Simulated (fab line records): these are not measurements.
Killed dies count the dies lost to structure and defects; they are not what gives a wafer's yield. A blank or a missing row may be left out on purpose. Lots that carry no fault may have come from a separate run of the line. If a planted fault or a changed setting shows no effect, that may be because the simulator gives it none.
Problem report in the 8D (eight disciplines) form, filled by code | flow n5 finfet | the parts of the form that need people (team, actions taken, sign-off) are left out

1. THE ISSUE
bias w at N5_BEOL_M1_ETCH_74 reads a mean of 160.4 W on 6 wafers of 2 lots; wafers without a fault read 150.0 W with a standard deviation of 0.44. Relative to the usual mean, that is a shift of +24 standard deviations.
The step: etches underlayer in N2/H2, target depth 6.5 nm, time 5.2 s.
First observed at day 9 22:07: wafer L302.1, on rie diel-05. The record holds 27 wafers of 9 lots with a number at this step. The rule behind "out" and "out of limits": a value lying over 4 standard deviations away from the usual mean. The other wafers with a number count as sound.

2. WHAT IT IS; WHAT IT IS NOT
question                    | is                     | is not
which readings at this step | bias w, rf vpp V       | drypump motor current A, oes product au, showerhead plenum p Torr, throttle valve pct
which lots                  | L302, L304             | L287, L290, L292, L293, L294, L306, L310
which wafers of those lots  | all that have a number | -
read on which tools         | rie diel-05            | rie diel-01, rie diel-04
when                        | from day 9 22:07       | up to then (15 sound wafers); but 6 sound wafers of L306, L310 came after

3. WHAT RULES OUT EACH SUSPECT
Counting: a tool at any process step up to the reading remains a suspect when it ran all the lots that are out and ran no sound lot after the first of those.
- rie diel-05 at N5_BEOL_M1_ETCH_74 (etches underlayer in N2/H2, target depth 6.5 nm, time 5.2 s): kept. It ran every lot that is out, first L302 (day 9 22:07), and no sound lot after that; its last sound lot up to then is L294 (day 7 21:46). Its own bias w, rf vpp V readings are out on those wafers.
Left after counting: rie diel-05 at N5_BEOL_M1_ETCH_74.

4. THE CAUSE (what the simulator had put in)
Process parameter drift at N5_BEOL_M1_ETCH_74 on rie diel-05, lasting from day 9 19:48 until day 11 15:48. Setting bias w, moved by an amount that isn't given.
This tool alone remained once counting was done.

5. THE EFFECT CHAIN, in route order
Each row: a reading where the mean over the struck wafers with a number is more than 3 standard deviations away from the usual. Only readings for which the record gives a usual standard deviation are gone through. hours: the time from each lot's start at the first step in this table that gives one to its start at this step, as a median over the lots. sigmas: the change in usual standard deviations.
hours | step               | reading  | usual   | on struck wafers | change | sigmas
0     | N5_BEOL_M1_ETCH_74 | bias w   | 150.0 W | 160.4            | +10.4  | +24
0     | N5_BEOL_M1_ETCH_74 | rf vpp V | 523.9 V | 547.6            | +23.8  | +8.5
Its process steps:
- N5_BEOL_M1_ETCH_74: etches underlayer in N2/H2, target depth 6.5 nm, time 5.2 s.
At these later measuring or inspecting steps, every struck wafer for which the step has a row has a number for every such reading, and none has moved that far: N5_BEOL_M4_RC_MEAS_101.

6. HOW IT WOULD HAVE BEEN CAUGHT EARLIER
In this record the first reading out of limits was taken at day 9 22:07, 2 hours after the fault began at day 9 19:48.
